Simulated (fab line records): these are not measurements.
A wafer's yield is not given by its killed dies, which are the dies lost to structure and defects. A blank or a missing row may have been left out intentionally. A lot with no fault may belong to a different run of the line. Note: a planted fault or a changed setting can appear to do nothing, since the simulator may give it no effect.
The tool behind it: which one?	flow nandHarc	72 wafers from 24 lots sampled at 6 of the route's 1302 steps

== WHAT THE GAUGES SHOWED, per wafer ==
NHARC_A_CONTACT_CD_MEAS_42: the cd target is 300 nm.
lot	measured	on	cdNm (nm)
L074	day 21 05:11	cdSem-02	300.2 300.8 300.8
L075	day 22 10:16	cdSem-02	300.3 300.2 300.0
L078	day 22 19:32	cdSem-03	299.6 298.8 299.7
L076	day 22 19:47	cdSem-01	299.6 299.2 299.5
L077	day 23 04:54	cdSem-03	300.6 299.4 299.8
L079	day 23 15:29	cdSem-03	299.5 299.2 298.5
L080	day 24 09:07	cdSem-02	300.6 300.3 300.4
L082	day 24 14:23	cdSem-03	300.5 300.6 300.0
L081	day 24 15:13	cdSem-03	300.9 301.3 300.7
L084	day 25 06:56	cdSem-02	300.0 299.6 300.1
L083	day 25 11:51	cdSem-01	299.3 299.8 299.4
L086	day 26 03:10	cdSem-01	299.5 300.3 299.8
L087	day 26 10:01	cdSem-02	299.0 299.9 298.9
L085	day 26 10:19	cdSem-03	299.7 300.3 300.5
L088	day 26 16:22	cdSem-03	299.8 301.1 300.2
L089	day 27 02:29	cdSem-01	299.5 300.3 299.8
L090	day 27 17:05	cdSem-01	299.1 299.3 301.0
L091	day 28 09:25	cdSem-03	299.9 300.5 300.4
L092	day 28 22:50	cdSem-02	299.1 298.8 299.5
L093	day 29 19:52	cdSem-02	299.4 299.7 299.0
L095	day 30 01:38	cdSem-03	299.8 300.1 300.1
L094	day 30 01:56	cdSem-02	300.3 300.0 300.5
L096	day 30 05:47	cdSem-01	300.5 301.2 300.4
L097	day 30 14:25	cdSem-03	299.7 300.1 299.4

NHARC_A_CONTACT_CD_MEAS_80.
lot	measured	on	cdNm (nm)
L074	day 21 22:06	cdSem-03	289.9 289.5 290.5
L075	day 23 00:51	cdSem-03	287.8 287.7 287.1
L078	day 23 13:08	cdSem-01	290.6 290.8 290.4
L076	day 23 13:10	cdSem-03	290.1 289.8 290.1
L077	day 23 21:09	cdSem-01	289.4 288.7 289.0
L079	day 24 06:11	cdSem-01	289.2 288.6 289.4
L080	day 25 00:48	cdSem-03	288.8 289.4 289.0
L082	day 25 05:12	cdSem-03	290.1 290.6 290.2
L081	day 25 08:26	cdSem-02	289.3 289.0 289.0
L084	day 25 22:15	cdSem-02	289.8 290.1 290.2
L083	day 26 02:39	cdSem-02	290.2 290.4 290.1
L086	day 26 18:45	cdSem-03	289.4 289.2 288.9
L087	day 27 03:55	cdSem-01	289.8 288.9 289.3
L085	day 27 03:58	cdSem-03	290.4 291.0 290.2
L088	day 27 11:55	cdSem-01	289.2 289.4 289.1
L089	day 27 18:20	cdSem-03	288.7 288.4 288.3
L090	day 28 07:29	cdSem-02	290.5 290.1 290.3
L091	day 29 01:46	cdSem-01	289.9 290.5 290.2
L092	day 29 14:05	cdSem-01	289.2 289.2 290.1
L093	day 30 10:35	cdSem-01	287.7 288.0 288.0
L095	day 30 17:52	cdSem-03	289.5 289.6 289.6
L094	day 30 17:27	cdSem-02	289.8 290.0 289.7
L096	day 30 23:24	cdSem-03	289.1 289.4 289.1
L097	day 31 05:13	cdSem-01	290.2 290.6 289.8

NHARC_A_CONTACT_OVL_MEAS_09.
lot	measured	on	overlayXNm (nm)	overlayYNm (nm)
L074	day 22 01:35	overlay-02	0.2 0.8 0.7	-1.3 -1.8 -1.5
L075	day 23 05:38	overlay-01	-0.9 -0.4 -0.7	1.1 0.3 0.6
L078	day 23 18:40	overlay-02	-1.5 -1.6 -2.0	0.8 0.9 0.4
L076	day 23 19:19	overlay-01	0.5 0.4 0.1	-0.1 0.8 -0.1
L077	day 24 00:46	overlay-02	0.0 0.5 -0.1	-0.5 -1.2 -1.3
L079	day 24 09:44	overlay-02	1.7 2.1 1.8	0.0 0.2 0.3
L080	day 25 08:53	overlay-01	0.8 1.4 1.3	1.3 1.3 1.5
L082	day 25 10:35	overlay-02	-0.3 -0.2 0.0	-0.9 -0.1 -1.0
L081	day 25 14:03	overlay-02	0.8 0.0 0.7	-2.5 -1.5 -1.6
L084	day 26 02:35	overlay-01	0.1 -0.4 -0.3	-0.5 -0.5 -1.0
L083	day 26 06:15	overlay-01	1.2 1.2 1.4	0.1 0.5 -0.2
L086	day 27 02:50	overlay-01	1.3 0.7 0.7	-0.2 -0.7 -0.3
L087	day 27 10:21	overlay-01	-1.0 -0.9 -1.3	0.0 -0.1 -0.1
L085	day 27 10:46	overlay-01	0.7 0.7 0.7	0.0 0.6 -0.2
L088	day 27 15:32	overlay-02	1.0 1.1 0.8	0.0 0.3 0.0
L089	day 27 23:46	overlay-01	0.8 0.9 0.9	-1.3 -1.3 -1.1
L090	day 28 12:40	overlay-02	0.8 1.3 1.0	1.4 1.4 1.2
L091	day 29 05:17	overlay-02	-1.2 -1.7 -1.2	0.7 0.2 0.6
L092	day 29 20:28	overlay-02	1.1 1.0 0.5	0.3 0.7 0.3
L093	day 30 16:14	overlay-01	0.4 0.1 1.1	-1.2 -0.7 -1.3
L095	day 30 22:11	overlay-01	-0.2 -0.4 -0.5	0.5 0.8 0.0
L094	day 30 21:06	overlay-02	-1.3 -1.1 -0.9	-1.5 -1.2 -0.8
L096	day 31 03:40	overlay-02	0.4 -0.1 0.2	0.0 -0.1 0.1
L097	day 31 09:56	overlay-02	1.1 1.4 1.2	-0.9 -0.3 -0.6

== EACH LOT AND THE TOOL THAT RAN IT (in order: tool; ch and the chambers of the sampled wafers; start) ==
lot	NHARC_A_CONTACT_ETCH_116	NHARC_A_CONTACT_ETCH_132	NHARC_A_CONTACT_STRIP_82
L074	harCapEtch-02 ch 0,1, day 21 08:07	harCapEtch-02 ch 0,1, day 21 20:57	rieDiel-05 ch 0,2,3, day 22 01:35 or earlier
L075	harCapEtch-01 ch 0,1, day 22 13:09	harCapEtch-01 ch 0,1, day 22 23:39	rieDiel-05 ch 0,2, day 23 05:38 or earlier
L078	harCapEtch-02 ch 0,1, day 22 22:26	harCapEtch-03 ch 0,1, day 23 11:58	rieDiel-10 ch 0,1,2, day 23 18:40 or earlier
L076	harCapEtch-03 ch 0,1, day 22 22:40	harCapEtch-01 ch 0,1, day 23 12:01	rieDiel-05 ch 0,1, day 23 19:19 or earlier
L077	harCapEtch-02 ch 0,1, day 23 07:51	harCapEtch-03 ch 0,1, day 23 20:01	rieDiel-05 ch 2,3, day 24 00:46 or earlier
L079	harCapEtch-02 ch 0,1, day 23 18:23	harCapEtch-01 ch 0,1, day 24 04:59	rieDiel-05 ch 1,2,3, day 24 09:44 or earlier
L080	harCapEtch-02 ch 0,1, day 24 12:01	harCapEtch-02 ch 0, day 24 23:38	rieDiel-05 ch 0,3, day 25 08:53 or earlier
L082	harCapEtch-01 ch 0,1, day 24 17:16	harCapEtch-01 ch 0,1, day 25 03:50	rieDiel-10 ch 0,2,3, day 25 10:35 or earlier
L081	harCapEtch-03 ch 1, day 24 18:07	harCapEtch-03 ch 0,1, day 25 07:16	rieDiel-10 ch 0,3, day 25 14:03 or earlier
L084	harCapEtch-02 ch 0,1, day 25 10:16	harCapEtch-03 ch 0,1, day 25 21:05	rieDiel-05 ch 0,1,2, day 26 02:35 or earlier
L083	harCapEtch-01 ch 0,1, day 25 14:49	harCapEtch-01 ch 0,1, day 26 01:28	rieDiel-05 ch 0,1,2, day 26 06:15 or earlier
L086	harCapEtch-03 ch 0,1, day 26 06:26	harCapEtch-01 ch 0,1, day 26 17:36	rieDiel-05 ch 0,1,2, day 27 02:50 or earlier
L087	harCapEtch-02 ch 0, day 26 13:20	harCapEtch-03 ch 0,1, day 27 02:43	rieDiel-03 ch 1,2,3, day 27 10:21 or earlier
L085	harCapEtch-03 ch 0,1, day 26 13:36	harCapEtch-01 ch 0,1, day 27 02:45	rieDiel-05 ch 0,1,3, day 27 10:46 or earlier
L088	harCapEtch-02 ch 0,1, day 26 19:39	harCapEtch-01 ch 0,1, day 27 10:43	rieDiel-05 ch 1,2, day 27 15:32 or earlier
L089	harCapEtch-03 ch 0,1, day 27 05:22	harCapEtch-01 ch 0,1, day 27 17:04	rieDiel-10 ch 0,1,3, day 27 23:46 or earlier
L090	harCapEtch-03 ch 0,1, day 27 20:02	harCapEtch-02 ch 0,1, day 28 06:21	rieDiel-10 ch 1,2,3, day 28 12:40 or earlier
L091	harCapEtch-03 ch 0,1, day 28 12:19	harCapEtch-02 ch 0,1, day 29 00:35	rieDiel-05 ch 1,2, day 29 05:17 or earlier
L092	harCapEtch-03 ch 0,1, day 29 01:46	harCapEtch-02 ch 0,1, day 29 12:52	rieDiel-03 ch 0,1, day 29 20:28 or earlier
L093	harCapEtch-01 ch 0,1, day 29 22:55	harCapEtch-03 ch 0,1, day 30 09:24	rieDiel-05 ch 1,2, day 30 16:14 or earlier
L095	harCapEtch-02 ch 0,1, day 30 04:55	harCapEtch-03 ch 0,1, day 30 16:44	rieDiel-05 ch 0,2,3, day 30 22:11 or earlier
L094	harCapEtch-03 ch 0,1, day 30 04:52	harCapEtch-02 ch 0, day 30 16:11	rieDiel-03 ch 1,2,3, day 30 21:06 or earlier
L096	harCapEtch-01 ch 0,1, day 30 08:41	harCapEtch-03 ch 0,1, day 30 21:48	rieDiel-05 ch 0,1,3, day 31 03:40 or earlier
L097	harCapEtch-01 ch 0,1, day 30 17:20	harCapEtch-03 ch 0,1, day 31 04:04	rieDiel-05 ch 0,2,3, day 31 09:56 or earlier
- NHARC_A_CONTACT_ETCH_116: etches the open film in C4F8/O2/Ar, time 190 s, target depth 1850 nm.
- NHARC_A_CONTACT_ETCH_132: etches the open film in C4F8/O2/Ar, time 197 s, target depth 1924 nm.
- NHARC_A_CONTACT_STRIP_82: strips in O2.

== WHAT THE TOOLS THEMSELVES READ (means of the sampled wafers that have a number; where no wafer has one, the mark that the record gives instead) ==
NHARC_A_CONTACT_STRIP_82.
lot	tool	drypumpMotorCurrentA (A)	oesProductAu (a.u.)	rfVppV (V)	showerheadPlenumPTorr (Torr)	throttleValvePct (%)
L074	rieDiel-05	5.4	1.013	57.6	3.46	17.031
L075	rieDiel-05	5.7	0.997	58.0	3.50	17.041
L078	rieDiel-10	6.1	1.004	57.3	3.54	17.030
L076	rieDiel-05	5.5	1.010	57.8	3.53	17.044
L077	rieDiel-05	5.4	1.009	58.0	3.48	17.032
L079	rieDiel-05	5.4	1.003	58.4	3.54	17.035
L080	rieDiel-05	5.1	1.008	57.7	3.42	17.038
L082	rieDiel-10	5.4	1.001	57.9	3.60	17.042
L081	rieDiel-10	5.0	1.000	58.2	3.53	17.032
L084	rieDiel-05	5.6	1.000	58.1	3.55	17.041
L083	rieDiel-05	5.6	1.002	57.8	3.55	17.031
L086	rieDiel-05	5.6	0.994	57.1	3.55	17.038
L087	rieDiel-03	5.6	1.011	58.3	3.58	17.027
L085	rieDiel-05	5.3	1.001	57.4	3.51	17.043
L088	rieDiel-05	5.6	0.997	58.5	3.62	17.033
L089	rieDiel-10	5.5	1.004	57.2	3.46	17.042
L090	rieDiel-10	5.8	1.001	57.5	3.52	17.036
L091	rieDiel-05	5.7	0.992	57.4	3.56	17.038
L092	rieDiel-03	6.2	0.998	57.5	3.63	17.037
L093	rieDiel-05	5.7	0.996	57.7	3.56	17.034
L095	rieDiel-05	5.4	0.994	57.4	3.44	17.037
L094	rieDiel-03	5.6	0.985	57.9	3.56	17.046
L096	rieDiel-05	5.3	1.003	57.5	3.50	17.040
L097	rieDiel-05	5.4	1.000	57.6	3.44	17.029

== THE ANSWER, worked out from the rows above alone ==
Rule: usual is defined by the lots themselves. The widest of any qualifying gaps counts: lots, ordered by their means at a reading, are off when they make up no more than a third of the lots, leave a main group of 4 or more, and stand apart from it by 3 or more times the standard deviation of that group's means. A main group is skipped when, at the precision printed for the reading in the tables above, its means are all equal. A lot without any number at a reading at which 4 lots or more have one is off too. The other lots that the step has rows for count as sound. After the gauges, taken in route order, come the tools' own readings; for these a lot's mean is taken, as printed above. At the first step where some lot is off, the reading lying furthest off is the one used; lots without a number count as furthest.
No lot is off at any reading shown: from this, nothing can be told.

== WHAT THE SIMULATOR HAD INSERTED ==
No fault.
